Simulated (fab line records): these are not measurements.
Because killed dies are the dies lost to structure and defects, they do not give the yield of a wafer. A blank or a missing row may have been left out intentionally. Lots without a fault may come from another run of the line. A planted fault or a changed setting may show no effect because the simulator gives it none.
Which tool is to blame? | flow n5 finfet | Sampling: 12 lots, 33 wafers, 5 of 1938 route steps

== WHAT EACH GAUGE READ, for each wafer ==
N5_SD_EPI_N_EPI_MEAS_23. Usual: 59.0 nm for thk nm, sd 1.3.
lot  | measured    | on            | thk nm (nm)    | flag
L665 | day 3 06:32 | film metro-02 | 58.6 59.9 60.9 |
L666 | day 3 11:40 | film metro-02 | 60.1 58.9 57.7 |
L667 | day 3 18:15 | film metro-01 | 59.2 58.3 57.8 |
L669 | day 4 04:28 | film metro-01 | 56.9 59.5      |
L670 | day 4 10:07 | film metro-01 | 59.2 56.5      |
L672 | day 5 01:57 | film metro-01 | 60.8 60.1      |
L673 | day 5 04:49 | film metro-01 | 59.5 58.8 58.0 |
L674 | day 5 12:10 | film metro-01 | 59.4 58.6 57.8 |
L678 | day 6 11:25 | film metro-01 | 72.9 72.7 72.1 | OFF
L681 | day 7 05:02 | film metro-01 | 58.5 57.6 74.0 | OFF
L685 | day 8 05:14 | film metro-01 | 61.2 60.5 57.1 |
L686 | day 8 14:29 | film metro-02 | 57.9 58.3 60.0 |

N5_SD_EPI_N_INSPECT_26: inspects for defects (darkfield). Usual: 201 for raw defect count, sd 40.
lot  | measured    | on                | raw defect count | flag
L665 | day 3 07:05 | defect inspect-01 | 172 178 188      |
L666 | day 3 12:13 | defect inspect-02 | 146 162 157      |
L667 | day 3 18:50 | defect inspect-02 | 298 326 338      |
L669 | day 4 05:05 | defect inspect-02 | 195 181          |
L670 | day 4 11:10 | defect inspect-02 | 167 158          |
L672 | day 5 03:46 | defect inspect-01 | 231 187          |
L673 | day 5 05:23 | defect inspect-01 | 116 163 130      |
L674 | day 5 12:43 | defect inspect-02 | 200 188 170      |
L678 | day 6 11:58 | defect inspect-01 | 179 213 173      |
L681 | day 7 05:37 | defect inspect-01 | 183 234 195      |
L685 | day 8 05:48 | defect inspect-02 | 192 234 176      |
L686 | day 8 15:35 | defect inspect-02 | 244 184 156      |

== TOOL THAT RAN EACH LOT (tool first, then ch and the chambers of the sampled wafers, then the start) ==
lot  | N5_SD_EPI_N_DESCUM_14             | N5_SD_EPI_N_ETCH_16               | N5_SD_EPI_N_EPI_21
L665 | rie diel-02 ch 0,1,2, day 3 03:07 | rie diel-02 ch 0,1,2, day 3 03:44 | epi rpcvd-01 ch 0, day 3 05:05
L666 | rie diel-04 ch 1,2, day 3 08:14   | rie diel-04 ch 1,2, day 3 08:52   | epi rpcvd-01 ch 0, day 3 10:30
L667 | rie diel-04 ch 0,2, day 3 14:49   | rie diel-04 ch 0,2, day 3 15:26   | epi rpcvd-01 ch 0, day 3 16:32
L669 | rie diel-02 ch 2,3, day 4 01:02   | rie diel-02 ch 2,3, day 4 01:38   | epi rpcvd-03 ch 0, day 4 02:45
L670 | rie diel-02 ch 0,3, day 4 06:43   | rie diel-02 ch 0,3, day 4 07:20   | epi rpcvd-04 ch 0, day 4 08:23
L672 | rie diel-02 ch 1,2, day 4 22:32   | rie diel-02 ch 1,2, day 4 23:08   | epi rpcvd-04 ch 0, day 5 01:04
L673 | rie diel-02 ch 0,2,3, day 5 01:25 | rie diel-02 ch 0,2,3, day 5 02:01 | epi rpcvd-03 ch 0, day 5 03:23
L674 | rie diel-02 ch 0,1,3, day 5 08:46 | rie diel-02 ch 0,1,3, day 5 09:22 | epi rpcvd-03 ch 0, day 5 10:44
L678 | rie diel-04 ch 1,2,3, day 6 08:01 | rie diel-04 ch 1,2,3, day 6 08:38 | epi rpcvd-03 ch 0, day 6 10:15
L681 | rie diel-01 ch 0,1,2, day 7 01:39 | rie diel-01 ch 0,1,2, day 7 02:16 | epi rpcvd-03 ch 0, day 7 03:19
L685 | rie diel-01 ch 1,2,3, day 8 01:02 | rie diel-01 ch 1,2,3, day 8 01:39 | epi rpcvd-04 ch 0, day 8 02:57
L686 | rie diel-04 ch 1,2, day 8 09:20   | rie diel-04 ch 1,2, day 8 09:58   | epi rpcvd-04 ch 0, day 8 12:57
- N5_SD_EPI_N_DESCUM_14: chemistry O2, time 7.9 s.
- N5_SD_EPI_N_ETCH_16: etches SiO2 in CHF3/O2, target depth 5 nm.
- N5_SD_EPI_N_EPI_21: deposits Si:P, time 690 s.

== AS READ BY THE TOOLS THEMSELVES (means over the sampled wafers that have a number; for cases with no such wafer, the mark the record gives instead) ==
N5_SD_EPI_N_DESCUM_14. Usual: drypump motor current A 5.5 A, standard deviation 0.45; oes product au 0.80 a.u., standard deviation 0.067; rf vpp V 243.2 V, standard deviation 1.4; showerhead plenum p Torr 2.11 Torr, standard deviation 0.067; temp c 40.01 C, standard deviation 0.12; throttle valve pct 20.39 %, standard deviation 0.18.
lot  | tool        | drypump motor current A (A) | oes product au (a.u.) | rf vpp V (V) | showerhead plenum p Torr (Torr) | temp c (C) | throttle valve pct (%) | flag
L665 | rie diel-02 | 5.7                         | 0.83                  | 243.3        | 2.10                            | 40.17      | 20.19                  |
L666 | rie diel-04 | 5.4                         | 0.79                  | 243.5        | 2.15                            | 40.15      | 20.57                  |
L667 | rie diel-04 | 5.0                         | 0.72                  | 243.6        | 2.10                            | 40.20      | 20.64                  |
L669 | rie diel-02 | 5.3                         | 0.86                  | 243.9        | 2.17                            | 39.82      | 20.34                  |
L670 | rie diel-02 | 5.4                         | 0.87                  | 243.4        | 2.08                            | 39.92      | 20.42                  |
L672 | rie diel-02 | 5.5                         | 0.80                  | 243.9        | 2.14                            | 40.07      | 20.20                  |
L673 | rie diel-02 | 5.6                         | 0.85                  | 243.4        | 2.12                            | 40.06      | 20.33                  |
L674 | rie diel-02 | 5.4                         | 0.83                  | 242.3        | 2.09                            | 39.95      | 20.40                  |
L678 | rie diel-04 | 5.4                         | 0.84                  | 244.4        | 2.14                            | 39.94      | 20.42                  |
L681 | rie diel-01 | 5.9                         | 0.79                  | 242.0        | 2.06                            | 40.07      | 20.36                  |
L685 | rie diel-01 | 5.6                         | 0.78                  | 242.3        | 2.06                            | 40.00      | 20.37                  |
L686 | rie diel-04 | 5.1                         | 0.87                  | 243.2        | 2.13                            | 39.83      | 20.44                  |

N5_SD_EPI_N_ETCH_16. Usual: drypump motor current A 5.5 A, standard deviation 0.45; oes_o_777_au 0.80 a.u., standard deviation 0.075; oes product au 0.80 a.u., standard deviation 0.065; rf vpp V 526 V, standard deviation 17; showerhead plenum p Torr 2.43 Torr, standard deviation 0.086; throttle valve pct 18.87 %, standard deviation 0.12.
lot  | tool        | drypump motor current A (A) | oes_o_777_au (a.u.) | oes product au (a.u.) | rf vpp V (V) | showerhead plenum p Torr (Torr) | throttle valve pct (%) | flag
L665 | rie diel-02 | 5.7                         | 0.79                | 0.82                  | 533          | 2.45                            | 18.84                  |
L666 | rie diel-04 | 5.5                         | 0.81                | 0.79                  | 526          | 2.47                            | 19.03                  |
L667 | rie diel-04 | 5.0                         | 0.72                | 0.72                  | 503          | 2.42                            | 19.16                  |
L669 | rie diel-02 | 5.3                         | 0.85                | 0.86                  | 520          | 2.51                            | 18.84                  |
L670 | rie diel-02 | 5.6                         | 0.86                | 0.87                  | 540          | 2.38                            | 18.79                  |
L672 | rie diel-02 | 5.5                         | 0.76                | 0.80                  | 523          | 2.51                            | 18.89                  |
L673 | rie diel-02 | 5.6                         | 0.82                | 0.84                  | 531          | 2.44                            | 18.84                  |
L674 | rie diel-02 | 5.4                         | 0.82                | 0.84                  | 538          | 2.40                            | 18.84                  |
L678 | rie diel-04 | 5.4                         | 0.85                | 0.83                  | 520          | 2.47                            | 18.90                  |
L681 | rie diel-01 | 5.9                         | 0.80                | 0.80                  | 515          | 2.36                            | 18.77                  |
L685 | rie diel-01 | 5.6                         | 0.79                | 0.79                  | 532          | 2.37                            | 18.83                  |
L686 | rie diel-04 | 5.1                         | 0.89                | 0.87                  | 510          | 2.46                            | 18.95                  |

== THE ANSWER, worked out from the rows above alone ==
Rule: a lot is off if the mean of its wafers that have a number lies more than 3 standard deviations from the usual mean. Also off: a lot with no number at a reading for which 4 or more lots have one. Where the step has rows for the other lots, those lots are counted as sound. The gauges are gone through in route order, then the tools' own readings, and for those a lot's mean is taken as printed above. At the first step where some lot is off, the reading lying furthest off is the one used; lots without a number count as furthest.
Off, at N5_SD_EPI_N_EPI_MEAS_23 on thk nm: L678, L681.
If a tool, at a process step before that reading, ran all the lots that are off and no sound lot after the first of them, it fits. Those tools and the gauges at N5_SD_EPI_N_EPI_MEAS_23 are tried in the same way. One fits: epi rpcvd-03 at N5_SD_EPI_N_EPI_21. A fault onset in the window from L674 (day 5 10:44, its last sound lot) to L678 (day 6 10:15, its first lot off) fits.

== WHAT THE SIMULATOR PUT IN ==
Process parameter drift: epi rpcvd-03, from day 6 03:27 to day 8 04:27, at N5_SD_EPI_N_EPI_21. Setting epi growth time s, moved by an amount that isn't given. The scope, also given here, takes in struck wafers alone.
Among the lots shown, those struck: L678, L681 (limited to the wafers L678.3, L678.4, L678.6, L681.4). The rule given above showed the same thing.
